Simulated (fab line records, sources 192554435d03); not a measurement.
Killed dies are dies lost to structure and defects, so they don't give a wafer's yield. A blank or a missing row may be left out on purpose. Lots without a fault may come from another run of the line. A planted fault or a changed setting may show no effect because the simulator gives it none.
Chamber matching | flow n5_finfet | N5_GATE_CUT_CMP_61 on cmp-04: 4 sister chambers
The step polishes, stops on SiNx, t overpolish 3 s. 8 wafers are shown with their chamber, then 10 later ones without.

WAFERS WITH THEIR CHAMBER
wafer  | chamber | motor_current_A (A) | head_pressure_psi (psi)
L080.4 | 1       | 12.3                | 4.000
L083.3 | 3       | 13.3                | 4.006
L083.6 | 0       | 11.4                | 3.997
L085.2 | 1       | 10.9                | 4.001
L085.3 | 2       | 11.9                | 3.987
L085.4 | 3       | 13.2                | 4.007
L088.2 | 0       | 11.2                | 4.001
L088.5 | 2       | 12.6                | 3.996

WAFERS WITHOUT THEIR CHAMBER
wafer  | motor_current_A (A) | head_pressure_psi (psi)
L088.6 | 13.0                | 3.989
L092.2 | 11.3                | 4.004
L092.3 | 11.4                | 4.005
L092.5 | 11.5                | 3.997
L094.2 | 11.6                | 4.000
L094.3 | 12.7                | 4.006
L094.4 | 11.9                | 3.999
L095.1 | 12.7                | 4.016
L095.2 | 11.0                | 3.987
L095.6 | 12.7                | 3.980

WHICH CHAMBER EACH WENT THROUGH
wafer  | from the rows above          | in truth
L088.6 | 2                            | 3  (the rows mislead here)
L092.2 | can't be placed: 1 or 0      | 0
L092.3 | can't be placed: 1 or 0      | 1
L092.5 | can't be placed: 0 or 1 or 2 | 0
L094.2 | can't be placed: 1 or 0      | 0
L094.3 | can't be placed: 3 or 1      | 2
L094.4 | can't be placed: 1 or 0 or 2 | 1
L095.1 | can't be placed: 3 or 1      | 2
L095.2 | can't be placed: 2 or 0 or 1 | 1
L095.6 | 2                            | 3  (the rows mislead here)
Placed correctly: 0 of 10. Can't be placed from these rows: 8 (the true chamber is among the candidates in 6). Placed wrongly: 2.
How it was worked out, from the rows above alone: a wafer's distance from a chamber is the root of the sum, over the readings, of the square of ((its reading less the chamber's mean) divided by the reading's scatter). The wafer belongs to the nearest chamber; if the next one is less than 2 further off, it can't be placed. A chamber's mean is the mean of its shown wafers. The scatter: the root of (the sum of the squares of (reading less its chamber's mean) over the shown wafers, divided by (wafers less chambers)).
